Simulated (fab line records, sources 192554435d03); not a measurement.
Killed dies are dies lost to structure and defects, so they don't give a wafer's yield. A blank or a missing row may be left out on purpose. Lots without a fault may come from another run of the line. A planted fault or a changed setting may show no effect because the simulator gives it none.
fab line records | flow n5_finfet
record lots=6 wafers=18 last_day=18
route steps=1938 shown BEOL_M11@1580 PASSIVATION@1936
lots that met no fault: from a run of the same line without faults
start_h: hours from the record's first day to the start of the lot's first wafer shown | wait_h: hours since the lot's step before | " the same as in the row above | L1.1+2: a row that stands for several wafers | - no value, or no start given | * or withheld: withheld | < > ~ a bound
route shown NAME@n: a module of which the file shows steps, and the number in the route of the first | usual: mean/standard deviation of fault-free wafers | same: alike in all rows | chamber/n: place in a boat | sites: the reading at each site | _std_site: their standard deviation | _edge_site: outer sites' mean less inner sites' | radius_mm: how far each site lies from the wafer's centre | mask NAME#n: copy n | behind: the tool/chamber that last shaped the wafer | hold: why the lot was held/for how many hours/how that ended | device: the transistor (n, p or np) that didn't switch | end of line: the same wafers' tests at the end of the route | a step without rows: its recipe alone | killed: dies lost to structure and defects at the first sort, not the wafer's yield | map: a wafer's dies, x killed, . not, _ none there
set.NAME: the setting as run; set.NAME@STEP: as run at that earlier step | model.NAME: the simulator's own value behind a step, which no gauge read
lots at some steps of the route; a table a step, a row a wafer
services: from which hour (start_h, from the record's first day; less than 0 if before it) a tool's chamber was out of use, for how many hours, and why
## steps
# step N5_BEOL_M11_STRIP_77
# recipe chemistry=N2/H2 time_s=10 power_w=450 temp_c=40 pressure_mtorr=20 rf_frequency_hz=6e+07 bias_power_w=7 n2_flow_sccm=200 h2_flow_sccm=200
# usual drypump_motor_current_A=5.9/0.45 oes_product_au=0.78/0.096 rf_vpp_V=59.0/0.77 showerhead_plenum_p_Torr=2.52/0.11 throttle_valve_pct=23.7/0.33
# columns lot.wafer tool chamber start_h wait_h drypump_motor_current_A oes_product_au rf_hours_counter_h rf_vpp_V showerhead_plenum_p_Torr throttle_valve_pct
L967.1 rie_diel-01 0 - - 5.5 0.69 234 59.5 2.52 24.0
L967.2 " 1 " " 5.5 0.93 8 59.6 2.57 23.4
L967.4 " 0 " " 5.5 0.68 - 59.1 2.52 24.0
L969.2 rie_diel-01 2 - - 5.5 0.72 200 59.1 2.63 23.8
L969.3 " 0 " " 5.5 0.69 237 57.9 2.51 24.0
L969.5 " 1 " " 5.5 0.93 - 59.4 2.57 23.4
L979.1 rie_diel-03 3 - - 5.8 0.76 146 59.7 2.45 23.5
L979.3 " 0 " " 5.8 0.74 189 59.2 2.63 24.2
L979.5 " 1 " " 6.8 0.66 - 59.1 2.39 23.9
L978.1 rie_diel-06 2 - - 5.6 0.93 21 60.2 2.46 23.8
L978.2 " 3 " " 5.9 0.75 163 58.6 2.33 23.5
L978.3 " 1 " " 6.5 0.83 69 59.1 2.69 23.7
L989.1 rie_diel-03 0 - - 5.8 0.71 212 59.3 2.62 24.2
L989.4 " 3 " " 5.9 0.73 - 60.2 2.44 23.5
L989.6 " 1 " " 6.8 0.65 - 57.3 2.38 23.9
L990.1 rie_diel-06 0 - - 6.5 0.72 244 59.0 2.41 23.4
L990.3 " 1 " " 6.5 0.82 91 59.6 2.68 23.7
L990.6 " 1 " " 6.5 0.83 - 59.5 2.68 23.7
# step N5_BEOL_M11_OCD_MEAS_38
# usual trench_depth_nm=149/3.7
# columns lot.wafer tool chamber start_h wait_h trench_depth_nm
L967.1 ocd-02 - 215.30 - 144
L967.2 " - " " 149
L967.4 " - " " 143
L969.2 ocd-01 - 225.68 - 144
L969.3 " - " " 145
L969.5 " - " " 150
L979.1 ocd-01 - 292.46 - 150
L979.3 " - " " 145
L979.5 " - " " 144
L978.1 ocd-02 - 303.29 - 154
L978.2 " - " " 152
L978.3 " - " " 148
L989.1 ocd-01 - 366.39 - 145
L989.4 " - " " 148
L989.6 " - " " 146
L990.1 ocd-01 - 373.95 - 155
L990.3 " - " " 150
L990.6 " - " " 150
# step N5_BEOL_M11_HM_STRIP_39
# recipe chemistry=peroxide_tin_strip material=TiN target_depth_a=250 temp_c=50 time_s=158
# step N5_BEOL_M11_SRD_40
# recipe time_s=30 temp_c=23 rinse_liquid=diw dry=ipa_marangoni
# step N5_BEOL_M11_PRECLEAN_42
# recipe chemistry=residue_remover time_s=60 temp_c=40
# step N5_BEOL_M11_SRD_43
# recipe time_s=30 temp_c=23 rinse_liquid=diw dry=ipa_marangoni
# step N5_BEOL_M11_CD_MEAS_35
# recipe target_cd_nm=70 polarity=opening
# usual cd_nm=69.9/1.1
# columns lot.wafer tool chamber start_h wait_h cd_nm
L967.1 cd_sem-02 - 215.45 0.0 71.7
L967.2 " - " " 70.2
L967.4 " - " " 73.0
L969.2 cd_sem-01 - 225.84 0.0 68.9
L969.3 " - " " 70.0
L969.5 " - " " 71.3
L979.1 cd_sem-01 - 292.61 0.0 70.0
L979.3 " - " " 69.8
L979.5 " - " " 70.4
L978.1 cd_sem-01 - 303.45 0.0 68.3
L978.2 " - " " 68.7
L978.3 " - " " 69.1
L989.1 cd_sem-01 - 366.54 0.0 69.7
L989.4 " - " " 69.9
L989.6 " - " " 69.5
L990.1 cd_sem-02 - 374.10 0.0 68.9
L990.3 " - " " 69.2
L990.6 " - " " 70.1
# step N5_BEOL_M11_CURE_72
# recipe temp_c=370 time_s=120 ambient=DMADMS/He material=SiCOH_lowk
# usual lamp_power_pct=52.31/0.05 wafer_temp_C_max=371.6/0.57
# columns lot.wafer tool chamber start_h wait_h lamp_power_pct wafer_temp_C_max
L967.1 uv_cure-02 0 215.49 0.0 52.30 371.2
L967.2 " 0 " " 52.26 371.7
L967.4 " 0 " " 52.32 371.3
L969.2 uv_cure-02 0 225.93 0.1 52.28 371.4
L969.3 " 0 " " 52.33 371.4
L969.5 " 0 " " 52.38 371.2
L979.1 uv_cure-01 2 292.65 0.0 52.23 371.0
L979.3 " 2 " " 52.34 372.1
L979.5 " 2 " " 52.29 372.1
L978.1 uv_cure-03 2 303.49 0.0 52.30 371.7
L978.2 " 2 " " 52.30 371.6
L978.3 " 2 " " 52.31 372.0
L989.1 uv_cure-03 2 366.76 0.2 52.29 371.5
L989.4 " 2 " " 52.31 371.6
L989.6 " 2 " " 52.21 372.0
L990.1 uv_cure-01 2 374.28 0.2 52.31 371.4
L990.3 " 2 " " 52.35 371.4
L990.6 " 2 " " 52.41 371.2
# step N5_BEOL_M11_DEGAS_44
# recipe ambient=vacuum temp_c=250 time_s=60
# usual heater_power_w=336/34
# columns lot.wafer tool chamber start_h wait_h heater_power_w
L967.1 pvd_sputter-02 - 215.82 0.3 373
L967.2 " - " " 331
L967.4 " - " " 363
L969.2 pvd_sputter-03 - 226.69 0.7 354
L969.3 " - " " 304
L969.5 " - " " 299
L979.1 pvd_sputter-02 - 293.14 0.4 373
L979.3 " - " " 372
L979.5 " - " " 342
L978.1 pvd_sputter-01 - 303.85 0.3 317
L978.2 " - " " 232
L978.3 " - " " 315
L989.1 pvd_sputter-02 - 368.28 1.5 334
L989.4 " - " " 377
L989.6 " - " " 334
L990.1 pvd_sputter-02 - 374.64 0.3 347
L990.3 " - " " 383
L990.6 " - " " 360
# step N5_BEOL_M11_PRE_CLEAN_45
# recipe gas=H2/He time_s=30 temp_c=250
# usual heater_power_w=336/35
# columns lot.wafer tool chamber start_h wait_h heater_power_w
L967.1 pvd_sputter-02 - 215.86 0.0 379
L967.2 " - " " 336
L967.4 " - " " 365
L969.2 pvd_sputter-03 - 226.73 0.0 354
L969.3 " - " " 300
L969.5 " - " " 301
L979.1 pvd_sputter-02 - 293.18 0.0 381
L979.3 " - " " 377
L979.5 " - " " 336
L978.1 pvd_sputter-01 - 303.89 0.0 331
L978.2 " - " " 236
L978.3 " - " " 313
L989.1 pvd_sputter-02 - 368.32 0.0 328
L989.4 " - " " 371
L989.6 " - " " 334
L990.1 pvd_sputter-02 - 374.68 0.0 346
L990.3 " - " " 380
L990.6 " - " " 369
# step N5_BEOL_M11_ALD_74
# recipe material=TaN target_thk_a=20 temp_c=275 ald_precursor_family=PDMAT ald_co_reactant=NH3 pressure_torr=3 carrier_flow_sccm=1500 pulse_time_s=2 purge_time_s=3 co_reactant_purge_time_s=2 co_reactant_pulse_time_s=3 ald_cycles=40 precursor_vessel_temp_c=75 precursor_vessel_pressure_torr=26.25 precursor_vessel_carrier_sccm=1000
# step N5_BEOL_M11_SURFACE_TREAT_76
# recipe gas=Ar time_s=* ion_energy_ev=* ion_current_ma_cm2=0.5 pressure_mtorr=* ar_flow_sccm=30
# step N5_BEOL_M11_CVD_75
# recipe material=Co target_thk_a=20 temp_c=withheld precursor=CCTBA/H2 pressure_torr=30 time_s=138.9
# usual run_length_s=162.0/0.58
# columns lot.wafer tool chamber start_h wait_h run_length_s
L967.1 cvd_co-02 2 216.36 0.0 161.8
L967.2 " 1 " " 162.1
L967.4 " 0 " " 163.2
L969.2 cvd_co-02 1 227.19 0.0 161.7
L969.3 " 2 " " 161.7
L969.5 " 1 " " 162.5
L979.1 cvd_co-02 2 293.61 0.0 162.0
L979.3 " 1 " " 127.8
L979.5 " 2 " " 161.5
L978.1 cvd_co-02 2 304.56 0.1 161.7
L978.2 " 1 " " 161.9
L978.3 " 0 " " 128.3
L989.1 cvd_co-01 0 368.92 0.2 162.5
L989.4 " 2 " " 161.3
L989.6 " 0 " " 162.5
L990.1 cvd_co-01 1 375.52 0.3 161.8
L990.3 " 0 " " 162.6
L990.6 " 1 " " 161.7
# step N5_BEOL_M11_SPUTTER_48
# recipe material=Cu target_thk_a=120 temp_c=-20 bias_v=60 power_w=26000 chamber_pressure_pa=0.13 time_s=2
# usual throttle_valve_pct=30.2/1.2
# columns lot.wafer tool chamber start_h wait_h throttle_valve_pct
L967.1 pvd_sputter-03 - 216.52 0.1 30.9
L967.2 " - " " 31.3
L967.4 " - " " 31.7
L969.2 pvd_sputter-02 - 227.39 0.2 30.5
L969.3 " - " " 29.1
L969.5 " - " " 30.3
L979.1 pvd_sputter-02 - 293.74 0.1 30.8
L979.3 " - " " 29.0
L979.5 " - " " 30.0
L978.1 pvd_sputter-03 - 304.75 0.1 31.3
L978.2 " - " " 31.5
L978.3 " - " " 31.3
L989.1 pvd_sputter-02 - 369.12 0.2 29.2
L989.4 " - " " 30.5
L989.6 " - " " 30.0
L990.1 pvd_sputter-01 - 375.74 0.2 30.7
L990.3 " - " " 27.2
L990.6 " - " " 27.2
# step N5_PASSIVATION_PROBE_49
# usual defect_limited_yield=91.2/1.6 killed_at_M0_to_M3=34/11 killed_at_M4_up=13/5.2 killed_at_contacts=13/6.3 killed_at_front_end=40/14 killed_at_other=3.2/2.4 killed_dies=104/19 killed_open=69/14 killed_short=32/7.5 sort_bin_5_function=5.3/1.1 sort_bin_6_memory=3.2/0.73 sort_bin_8_speed=0.01/0.038 sort_n_pass=1076/19 sort_yield_pct=91.2/1.6
# same gross_dies=1180 killed_at_back_side=0 sort_bin_4_leakage[%]=0
# columns lot.wafer tool chamber start_h wait_h defect_limited_yield[%] killed_at_M0_to_M3 killed_at_M4_up killed_at_contacts killed_at_front_end killed_at_other killed_dies killed_open killed_short sort_bin_5_function[%] sort_bin_6_memory[%] sort_bin_8_speed[%] sort_n_pass sort_yield_pct[%]
L967.1 prober-02 - 262.69 0.0 93.7 25 13 12 23 1 74 44 27 4.2 1.9 0 1106 93.7
L967.2 prober-02 - 262.74 0.1 93.3 26 14 7 27 5 79 50 28 4.5 1.9 0 1101 93.3
L967.4 prober-02 - 262.84 0.2 93.9 22 11 11 28 0 72 44 27 3.9 2.0 0 1108 93.9
L969.2 prober-02 - 264.20 0.1 89.9 27 17 22 46 7 119 80 35 6.0 3.6 0 1061 89.9
L969.3 prober-02 - 264.25 0.1 93.1 21 11 6 40 3 81 54 23 3.7 3.1 0.25 1096 92.9
L969.5 prober-02 - 264.35 0.2 95.1 17 10 11 19 1 58 40 17 3.2 1.6 0 1122 95.1
L979.1 prober-02 - 335.66 0.0 92.9 31 11 8 28 6 84 52 32 4.2 2.7 0 1096 92.9
L979.3 prober-02 - 335.76 0.1 92.2 41 10 2 36 3 92 60 31 4.1 3.1 0 1088 92.2
L979.5 prober-02 - 335.86 0.2 90.9 41 17 6 40 3 107 79 26 5.4 3.1 0.08 1073 90.9
L978.1 prober-02 - 358.47 0.0 90.1 38 18 12 49 0 117 79 38 5.3 4.2 0 1063 90.1
L978.2 prober-02 - 358.52 0.1 92.8 23 13 18 30 1 85 61 24 3.7 3.3 0 1095 92.8
L978.3 prober-02 - 358.57 0.1 93.8 28 9 7 29 0 73 47 26 3.5 2.4 0 1107 93.8
L990.1 prober-01 - 421.55 0.0 90.6 43 17 4 45 2 111 65 43 5.5 3.8 0 1069 90.6
L990.3 prober-01 - 421.65 0.1 92.3 37 11 14 27 2 91 54 37 5.1 2.2 0 1089 92.3
L990.6 prober-01 - 421.80 0.3 90.6 36 18 7 48 2 111 73 34 6.5 2.3 0 1069 90.6
L989.1 prober-02 - 421.56 0.0 91.1 17 29 5 48 6 105 64 39 5.6 3.0 0 1075 91.1
L989.4 prober-02 - 421.71 0.2 91.8 27 22 6 40 2 97 61 33 5.2 2.8 0 1083 91.8
L989.6 prober-02 - 421.81 0.3 91.2 22 28 11 40 3 104 75 29 5.2 3.4 0 1076 91.2
# killed by level:class
L967.1 FIN_SAQP:geometric_particle:short=7 MOL_CONTACT_COAG:geometric_particle:open=7 BEOL_M0_SAQP:geometric_particle:open=6 BEOL_M0_SAQP:geometric_particle:short=6 MOL_CONTACT_COAG:geometric_particle:short=4 BEOL_M3:geometric_particle:open=4 FIN_SAQP:geometric_particle:open=3 BEOL_M4:geometric_particle:short=3
L967.2 BEOL_M0_SAQP:geometric_particle:short=10 MOL_CONTACT_COAG:geometric_particle:open=6 BEOL_M2:geometric_particle:open=6 BEOL_M0_SAQP:geometric_particle:open=6 BEOL_M4:geometric_particle:open=6 STARTING-WAFER:geometric_particle:short=5 GATE_CUT:geometric_particle:open=4 FIN_SAQP:geometric_particle:open=3
L967.4 MOL_CONTACT_COAG:geometric_particle:open=8 FIN_SAQP:geometric_particle:open=7 STARTING-WAFER:geometric_particle:short=7 FIN_SAQP:geometric_particle:short=6 BEOL_M3:geometric_particle:open=6 BEOL_M0_SAQP:geometric_particle:open=5 MOL_CONTACT_COAG:geometric_particle:short=3 BEOL_M2:geometric_particle:open=3
L969.2 MOL_CONTACT_COAG:geometric_particle:open=15 FIN_SAQP:geometric_particle:open=14 STI_FIN_REVEAL:geometric_particle:open=11 BEOL_M2:geometric_particle:open=8 BEOL_M4:geometric_particle:open=7 MOL_CONTACT_COAG:geometric_particle:short=6 FIN_SAQP:geometric_particle:short=5 DUMMY_GATE:geometric_particle:open=5
L969.3 FIN_SAQP:geometric_particle:open=11 FIN_SAQP:geometric_particle:short=7 STI_FIN_REVEAL:geometric_particle:open=7 MOL_CONTACT_COAG:geometric_particle:open=6 BEOL_M0_SAQP:geometric_particle:open=6 BEOL_M0:geometric_particle:open=6 BEOL_M0_SAQP:geometric_particle:short=4 STARTING-WAFER:geometric_particle:short=4
L969.5 MOL_CONTACT_COAG:geometric_particle:open=8 BEOL_M0_SAQP:geometric_particle:open=5 BEOL_M3:geometric_particle:open=4 STI_FIN_REVEAL:geometric_particle:open=3 GATE_CUT:geometric_particle:open=3 BEOL_M5:geometric_particle:open=3 BEOL_M2:geometric_particle:short=3 FIN_SAQP:geometric_particle:open=2
L979.1 BEOL_M0_SAQP:geometric_particle:open=11 FIN_SAQP:geometric_particle:open=8 BEOL_M0_SAQP:geometric_particle:short=7 STARTING-WAFER:geometric_particle:open=5 MOL_CONTACT_COAG:geometric_particle:open=4 MOL_CONTACT_COAG:geometric_particle:short=4 BEOL_M3:geometric_particle:open=4 FIN_SAQP:geometric_particle:short=3
L979.3 BEOL_M2:geometric_particle:open=11 STI_FIN_REVEAL:geometric_particle:open=7 BEOL_M0_SAQP:geometric_particle:short=7 DUMMY_GATE:geometric_particle:open=6 BEOL_M3:geometric_particle:open=6 FIN_SAQP:geometric_particle:open=4 BEOL_M0_SAQP:geometric_particle:open=4 STARTING-WAFER:geometric_particle:open=4
L979.5 FIN_SAQP:geometric_particle:open=14 BEOL_M3:geometric_particle:open=13 BEOL_M2:geometric_particle:open=12 FIN_SAQP:geometric_particle:short=9 STI_FIN_REVEAL:geometric_particle:open=8 BEOL_M0_SAQP:geometric_particle:open=8 BEOL_M0_SAQP:geometric_particle:short=6 BEOL_M4:geometric_particle:open=6
L978.1 STI_FIN_REVEAL:geometric_particle:open=16 BEOL_M0_SAQP:geometric_particle:open=10 MOL_CONTACT_COAG:geometric_particle:open=9 BEOL_M0_SAQP:geometric_particle:short=7 BEOL_M1:geometric_particle:open=7 FIN_SAQP:geometric_particle:short=6 BEOL_M2:geometric_particle:open=5 BEOL_M4:geometric_particle:open=5
L978.2 MOL_CONTACT_COAG:geometric_particle:open=15 BEOL_M0_SAQP:geometric_particle:short=7 DUMMY_GATE:geometric_particle:open=6 FIN_SAQP:geometric_particle:open=5 STI_FIN_REVEAL:geometric_particle:open=5 BEOL_M4:geometric_particle:open=5 BEOL_M6:geometric_particle:open=5 FIN_SAQP:geometric_particle:short=4
L978.3 BEOL_M0_SAQP:geometric_particle:short=10 BEOL_M0_SAQP:geometric_particle:open=10 STI_FIN_REVEAL:geometric_particle:open=8 MOL_CONTACT_COAG:geometric_particle:open=6 FIN_SAQP:geometric_particle:short=4 DUMMY_GATE:geometric_particle:open=4 BEOL_M3:geometric_particle:open=4 GATE_CUT:geometric_particle:short=3
L990.1 FIN_SAQP:geometric_particle:short=14 FIN_SAQP:geometric_particle:open=14 BEOL_M2:geometric_particle:open=9 BEOL_M0_SAQP:geometric_particle:short=9 STI_FIN_REVEAL:geometric_particle:open=6 BEOL_M0_SAQP:geometric_particle:open=6 BEOL_M3:geometric_particle:open=6 BEOL_M1:geometric_particle:open=4
L989.1 BEOL_M4:geometric_particle:open=19 STI_FIN_REVEAL:geometric_particle:open=14 FIN_SAQP:geometric_particle:short=7 STI_FIN_REVEAL:geometric_particle:short=7 BEOL_M0_SAQP:geometric_particle:short=4 BEOL_M0_SAQP:geometric_particle:open=4 BEOL_M4:geometric_particle:short=4 STARTING-WAFER:geometric_particle:open=4
L990.3 FIN_SAQP:geometric_particle:short=11 MOL_CONTACT_COAG:geometric_particle:open=10 BEOL_M0_SAQP:geometric_particle:short=8 FIN_SAQP:geometric_particle:open=7 BEOL_M0_SAQP:geometric_particle:open=7 BEOL_M2:geometric_particle:open=7 MOL_CONTACT_COAG:geometric_particle:short=4 BEOL_M2:geometric_particle:short=4
L989.4 STI_FIN_REVEAL:geometric_particle:open=17 BEOL_M4:geometric_particle:open=10 FIN_SAQP:geometric_particle:short=7 BEOL_M0_SAQP:geometric_particle:short=7 DUMMY_GATE:geometric_particle:open=5 BEOL_M4:geometric_particle:short=5 BEOL_M0_SAQP:geometric_particle:open=5 BEOL_M2:geometric_particle:open=5
L990.6 FIN_SAQP:geometric_particle:open=23 BEOL_M0_SAQP:geometric_particle:open=14 FIN_SAQP:geometric_particle:short=10 BEOL_M0_SAQP:geometric_particle:short=9 STI_FIN_REVEAL:geometric_particle:open=6 MOL_CONTACT_COAG:geometric_particle:open=4 BEOL_M4:geometric_particle:open=4 BEOL_M1:geometric_particle:open=4
L989.6 STI_FIN_REVEAL:geometric_particle:open=17 BEOL_M4:geometric_particle:open=16 MOL_CONTACT_COAG:geometric_particle:open=10 FIN_SAQP:geometric_particle:open=7 FIN_SAQP:geometric_particle:short=7 BEOL_M1:geometric_particle:open=5 BEOL_M4:geometric_particle:short=5 BEOL_M3:geometric_particle:open=4
## services
# columns tool chamber start_h hours kind
rie_diel-06 2 198.77 - clean
rie_diel-06 2 198.77 - consumable_replace:focus_ring
rie_diel-06 - 199.41 3.9 repair
uv_cure-01 - 201.01 7.5 pm
rie_diel-01 3 207.40 19.4 repair
uv_cure-03 - 217.24 7.5 pm
cvd_co-01 - 225.40 8.7 repair
uv_cure-02 - 241.18 2.8 pm
uv_cure-01 - 241.66 2.1 pm
cvd_co-01 1 243.35 14.7 repair
cvd_co-01 2 245.00 16.6 repair
cvd_co-02 - 261.34 3.8 pm
uv_cure-01 - 261.58 15.1 repair
cvd_co-01 - 276.75 1.3 repair
rie_diel-01 1 293.98 4.3 repair
uv_cure-01 - 296.75 2.6 repair
rie_diel-03 - 297.78 2.8 pm
uv_cure-03 - 319.69 1.0 pm
uv_cure-02 - 320.20 7.5 pm
rie_diel-01 - 333.66 2.8 pm
uv_cure-03 - 346.53 6.0 pm
uv_cure-01 - 355.28 2.8 repair
uv_cure-01 - 360.28 2.8 pm
rie_diel-06 2 371.77 13.6 repair
## key
first_sign step=N5_BEOL_M11_CVD_75 reading=run_length_s direction=down sigmas=59 usual=* struck=*
effect none on later readings
met_at N5_BEOL_M11_CVD_75
struck_wafers L978.3,L979.3
onset_between 227.19 293.61
fault kind=process_parameter_drift tool=cvd_co-02 chamber=- onset_h=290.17 steps=N5_BEOL_M11_CVD_75 channel=time_s offset=* shape=step end_h=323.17 scope=struck_wafers_only acts_in=* stated=*
